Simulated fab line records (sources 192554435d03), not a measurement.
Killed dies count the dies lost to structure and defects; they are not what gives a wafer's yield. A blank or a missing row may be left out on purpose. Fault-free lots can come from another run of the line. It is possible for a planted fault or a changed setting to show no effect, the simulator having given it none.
A struck lot beside a sound one + flow n5 finfet + 19 out of 1938 route steps
Sound: wafers L998.1, L998.2, L998.3. Struck: wafers L996.1, L996.2, L996.6. The cause is named last.
At each step with rows: each side's tool, then ch and its chambers, then its first start. Under that, the readings that differ: sound wafers + struck wafers + difference of the means + sigmas: that difference in standard deviations of wafers without a fault.
alike: same words and numbers on both sides, and readings whose means sit less than 2 such deviations apart. not compared: any withheld reading, any reading some wafer has no value for, any bound like >300 that may hide the same value, and any number with overlapping values for which the record gives no deviation.
Wherever a step has rows on one side only, a row that says differs or no value, or a row with sigmas, the two part there. Non-overlapping numbers with no deviation appear without sigmas and do not part them. Lack of a reading on every wafer of one side parts them only where that side has two or more wafers.

N5_SDB_STRIP_22: strips in N2/H2.
  sound on plasma asher-02 ch 0,1, day 7 04:25; struck on plasma asher-01 ch 0,1, day 6 21:54
  alike: drypump motor current A, heater power w, oes product au, strip time to endpoint s
  not compared: rf hours counter h
then, 2 steps without rows for these wafers: N5_SDB_PRECLEAN_23 (cleans in dHF, time 30 s); N5_SDB_DUMMY_REMOVE_24 (chemistry TMAH, target poly-Si, stops on SiO2, target depth 142 nm, time 57 s, rinse time 30 s).
N5_SDB_ETCH_25: etches SiO2 in C4F6/O2, target depth 10 nm, time 3.3 s.
  sound on rie diel-03 ch 1,2,3, day 7 04:38; struck on rie diel-03 ch 0,1, day 6 22:07
  alike: drypump motor current A, oes product au, rf vpp V, showerhead plenum p Torr, throttle valve pct
  not compared: rf hours counter h
N5_SDB_CUT_ETCH_26: etches Si in HBr/Cl2/O2, target depth 129.6 nm, bt time 20 s, time 51.8 s.
  sound on rie si-05 ch 0,1,2, day 7 04:44; struck on rie si-03 ch 0,3, day 6 22:12
| reading                | sound             | struck            | difference | sigmas |
|------------------------|-------------------|-------------------|------------|--------|
| throttle valve pct (%) | 37.44 37.40 37.32 | 37.06 36.63 36.64 | -0.61      | -2     |
  alike: drypump motor current A, oes product au
  not compared: rf hours counter h
then, 3 steps without rows for these wafers: N5_SDB_PRECLEAN_38 (cleans in dHF, time 10 s); N5_SDB_PRECLEAN_39 (cleans in O3/DIW, time 45 s); N5_SDB_SRD_28 (time 30 s).
N5_SDB_ALD_29: deposits SiNx, target thk 30 nm, pulse time 1 s, ald cycles 600.
  sound on ald sin-02 ch 0,1,2, day 7 04:55; struck on ald sin-03 ch 1,2, day 6 22:23
  alike: heater power w, precursor pulse height rel
then, 1 step without rows for these wafers: N5_SDB_CMP_30 (polishes, stops on poly-Si, t overpolish 1.54 s, target thk 30 nm).
N5_SDB_THK_MEAS_31:
  sound on film metro-01, day 7 07:56; struck on film metro-02, day 7 01:25
  alike: SDB_THK
N5_SDB_INSPECT_36: inspects for defects (darkfield).
  sound on defect inspect-01, day 7 07:58; struck on defect inspect-02, day 7 01:26
  alike: raw defect count
N5_DUMMY_REMOVAL_HM_STRIP_01: strips SiNx in CH3F/O2, stops on poly-Si, target depth 4 nm, time 6.8 s.
  sound on rie diel-02 ch 0,2,3, day 7 08:00; struck on rie diel-05 ch 1,2,3, day 7 01:28
  alike: drypump motor current A, oes product au, rf vpp V, showerhead plenum p Torr, throttle valve pct
  not compared: rf hours counter h
N5_DUMMY_REMOVAL_STRIP_10: strips in N2/H2, time 40 s.
  sound on rie diel-02 ch 0,2,3, day 7 08:02; struck on rie diel-05 ch 1,2,3, day 7 01:30
  alike: drypump motor current A, oes product au, rf vpp V, showerhead plenum p Torr, throttle valve pct
  not compared: rf hours counter h
then, 2 steps without rows for these wafers: N5_DUMMY_REMOVAL_PRECLEAN_07 (cleans in dHF, time 30 s); N5_DUMMY_REMOVAL_DUMMY_REMOVE_02 (chemistry TMAH, target poly-Si, stops on SiO2, target depth 142 nm, time 57 s, rinse time 30 s).
N5_DUMMY_REMOVAL_INSPECT_06: inspects for defects (brightfield).
  sound on defect inspect-02, day 7 08:11; struck on defect inspect-02, day 7 01:41
| reading          | sound  | struck      | difference | sigmas      |
|------------------|--------|-------------|------------|-------------|
| raw defect count | 5 12 7 | 897 879 871 | +874       | +99 or more |
then, 1 step without rows for these wafers: N5_DUMMY_REMOVAL_PRECLEAN_08 (cleans in NF3:NH3, afs cycles 2, time 20 s, sublimation time 60 s).
-- a jump in the record: the struck wafers' starts before and after are 10 days apart (it breaks off in module DUMMY_REMOVAL and resumes in module PASSIVATION, where the first step shown is number 1936 of the route) --
N5_PASSIVATION_PROBE_49:
  sound on prober-01, day 16 22:32; struck on prober-01, day 16 23:23
| reading             | sound       | struck      | difference | sigmas |
|---------------------|-------------|-------------|------------|--------|
| killed at front end | 24 52 26    | 161 174 161 | +131       | +11    |
| killed dies         | 100 119 100 | 205 230 207 | +108       | +6     |
  alike: killed_at_M0_to_M3, killed_at_M4_up, killed at contacts, killed at other, killed open, killed short

## WHERE THEY PART
At N5_SDB_CUT_ETCH_26 first; at N5_PASSIVATION_PROBE_49 last (within this record only).

WHY: what had been put in by the simulator
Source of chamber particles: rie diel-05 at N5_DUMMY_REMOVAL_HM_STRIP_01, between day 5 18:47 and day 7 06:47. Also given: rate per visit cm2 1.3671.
